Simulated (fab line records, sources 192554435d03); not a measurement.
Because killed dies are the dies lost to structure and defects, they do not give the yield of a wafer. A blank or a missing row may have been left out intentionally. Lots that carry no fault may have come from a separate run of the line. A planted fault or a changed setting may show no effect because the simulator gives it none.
Problem report, 8D (eight disciplines) form, completed by code ; flow n5_finfet ; the parts of the form that need people (team, actions taken, sign-off) are left out

== 1. WHAT IS WRONG ==
N5_BEOL_M4_CMP_52, barrier_field_endpoint_s: mean 18.6 s on 2 wafers (1 lot); fault-free wafers 24.5 s, standard deviation 0.51. Relative to the usual mean, that is a shift of -11 standard deviations.
The step: polishes, stops on SiOC, t overpolish 6.8 s, target thk 40 nm.
Earliest sighting: wafer L540.1 on cmp-02 at day 10 18:34. The record has a number at this step for 27 wafers belonging to 9 lots. By rule, "out" or "out of limits" means more than 4 standard deviations away from the usual mean. All remaining wafers that have a number are taken as sound.

== 2. WHAT IT IS, WHAT IT ISN'T ==
question;is;is not
which readings at this step;barrier_field_endpoint_s;motor_current_A
which lots;L540;L533, L535, L543, L544, L548, L550, L553, L555
which wafers of those lots;L540.1, L540.5;L540.4
read on which tools;cmp-02;cmp-03, cmp-04
when;from day 10 18:34;"up to then (7 sound wafers); but 18 sound wafers of L543, L544, L548, L550, L553, L555 came after"

== 3. WHAT RULES OUT EACH SUSPECT ==
Counting: any tool at a process step up to the reading remains a suspect provided it ran every lot that is out. Sound lots after the first of them don't rule it out here, since some wafers of a struck lot are sound.
- pecvd-01 at N5_BEOL_M4_PECVD_72 (deposits SiO2 from TEOS/O2, target thk 16 nm, time 18 s): kept. L540, the lot that is out, went through it at day 10 08:49; up to then, the latest sound lot through it was L535 at day 8 18:40.
- ald_metal-01 at N5_BEOL_M4_ALD_84 (deposits TaN, pulse time 2 s, purge time 3 s, co reactant purge time 2 s): kept. L540, the lot that is out, went through it at day 10 15:42; up to then, the latest sound lot through it was L535 at day 9 04:48.
- pvd_sputter-03 at N5_BEOL_M4_SPUTTER_90 (material Cu, target thk 4.5 nm, time 8.29 s): kept. It ran the lot that is out, L540 (day 10 17:20).
- pvd_sputter-03 at N5_BEOL_M4_ANNEAL_91 (time 240 s): kept. It ran the lot that is out, L540 (day 10 17:25).
- cmp-02 at N5_BEOL_M4_CMP_52 (polishes, stops on SiOC, t overpolish 6.8 s, target thk 40 nm): kept. It ran the lot that is out, L540 (day 10 18:34). Out on those wafers are its own readings of barrier_field_endpoint_s.
- Within pecvd-01 at N5_BEOL_M4_PECVD_72: the wafers that are out ran in chamber 1; their sound lot-mates ran in chamber 2.
- Within ald_metal-01 at N5_BEOL_M4_ALD_84: the wafers that are out ran in chamber 1; their sound lot-mates ran in chamber 0.
- Within cmp-02 at N5_BEOL_M4_CMP_52: the wafers that are out ran in chambers 0, 3; their sound lot-mates ran in chamber 2.
Left after counting: pecvd-01 at N5_BEOL_M4_PECVD_72, ald_metal-01 at N5_BEOL_M4_ALD_84, pvd_sputter-03 at N5_BEOL_M4_SPUTTER_90, pvd_sputter-03 at N5_BEOL_M4_ANNEAL_91, cmp-02 at N5_BEOL_M4_CMP_52.

== 4. THE CAUSE (what the simulator had put in) ==
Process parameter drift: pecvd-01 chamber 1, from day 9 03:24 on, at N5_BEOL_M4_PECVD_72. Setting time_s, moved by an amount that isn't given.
5 suspects survive the count, and this tool is in that group.

== 5. THE EFFECT CHAIN, in route order ==
Each row: a reading where the mean over the struck wafers with a number is more than 3 standard deviations away from the usual. Readings are gone through only where the record gives a usual standard deviation; hours: the median, over the lots, of the time from a lot's start at the first step in this table giving one to that lot's start at this step; sigmas: the change measured in usual standard deviations.
hours;step;reading;usual;on struck wafers;change;sigmas
0;N5_BEOL_M4_CMP_52;barrier_field_endpoint_s;24.5 s;18.6;-5.9;-11
The process steps in it:
- N5_BEOL_M4_CMP_52: polishes, stops on SiOC, t overpolish 6.8 s, target thk 40 nm.
Later measuring or inspecting steps at which every struck wafer that the step has a row for has a number for every such reading, and none has moved that far: N5_BEOL_M4_RC_MEAS_101.

== 6. WHAT WOULD HAVE CAUGHT IT SOONER ==
39 hours passed between the start of the fault at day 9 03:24 and the first reading out of limits in this record, taken at day 10 18:34.
No tool reading at N5_BEOL_M4_PECVD_72 that has a usual standard deviation in the record was out on any struck wafer, so an alarm limit of 4 standard deviations on those readings would not have fired.
By day 10 18:34 the whole set of lots that are out, 1 in number, had already begun N5_BEOL_M4_PECVD_72 on pecvd-01. Tool hold at that time: it would have spared none of them.
